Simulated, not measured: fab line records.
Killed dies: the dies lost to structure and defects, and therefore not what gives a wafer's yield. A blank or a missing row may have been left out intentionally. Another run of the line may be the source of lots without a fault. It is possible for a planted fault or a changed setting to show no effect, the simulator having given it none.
Chamber matching -- flow n5 finfet -- N5_BEOL_M15_ILD_DEP_00 on pecvd-02 has 3 sister chambers
The step deposits SiO2 from TEOS/O2, target thk 1629.3 nm, time 346.1 s. 14 wafers are shown with their chamber, then 7 later ones without.

== WAFERS WITH THEIR CHAMBER ==
wafer,chamber,throttle valve pct (%),showerhead plenum p Torr (Torr),heater power w (W)
L080.1,1,18.8,8.29,479
L080.3,0,19.3,8.36,731
L080.4,0,19.2,8.38,586
L079.1,2,17.0,8.32,531
L079.2,1,18.8,8.31,612
L079.6,0,19.6,8.39,697
L083.1,2,17.4,8.30,493
L083.4,1,19.1,8.34,486
L083.5,2,17.5,8.31,569
L087.3,0,19.5,8.36,594
L087.5,1,18.9,8.33,468
L087.6,2,17.6,8.32,438
L093.2,2,17.5,8.29,477
L093.3,0,19.6,8.34,603

SIGNATURES (means of the wafers above)
reading,chamber 0,chamber 1,chamber 2,scatter within a chamber
throttle valve pct,19.440,18.900,17.400,0.194
showerhead plenum p Torr,8.3660,8.3175,8.3080,0.0183
heater power w,642.20,511.25,501.60,61.6
Rule: for each reading, subtract the chamber's mean from the wafer's reading, divide by that reading's scatter and square the result; add these up over the readings and take the root, which gives the wafer's distance from the chamber. The wafer belongs to the nearest chamber; if the next one is less than 2 further off, it can't be placed. The scatter: the root of (the sum of the squares of (reading less its chamber's mean) over the shown wafers, divided by (wafers less chambers)).

== WAFERS MISSING THEIR CHAMBER ==
wafer,throttle valve pct (%),showerhead plenum p Torr (Torr),heater power w (W)
L093.4,18.9,8.32,470
L092.1,17.3,8.31,590
L092.2,19.0,8.31,633
L092.4,18.7,8.33,461
L097.2,17.7,8.30,590
L097.4,17.7,8.29,442
L097.6,19.3,8.39,735

== WHICH CHAMBER EACH WENT THROUGH ==
wafer,from the rows above,in truth
L093.4,1,1
L092.1,2,2
L092.2,can't be placed: 1 or 0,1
L092.4,1,1
L097.2,2,2
L097.4,2,2
L097.6,0,0
Correct placement for 6 of the 7. Cannot be placed on the basis of these rows: 1; the candidates contain the true chamber in 1. Number placed wrongly: 0.
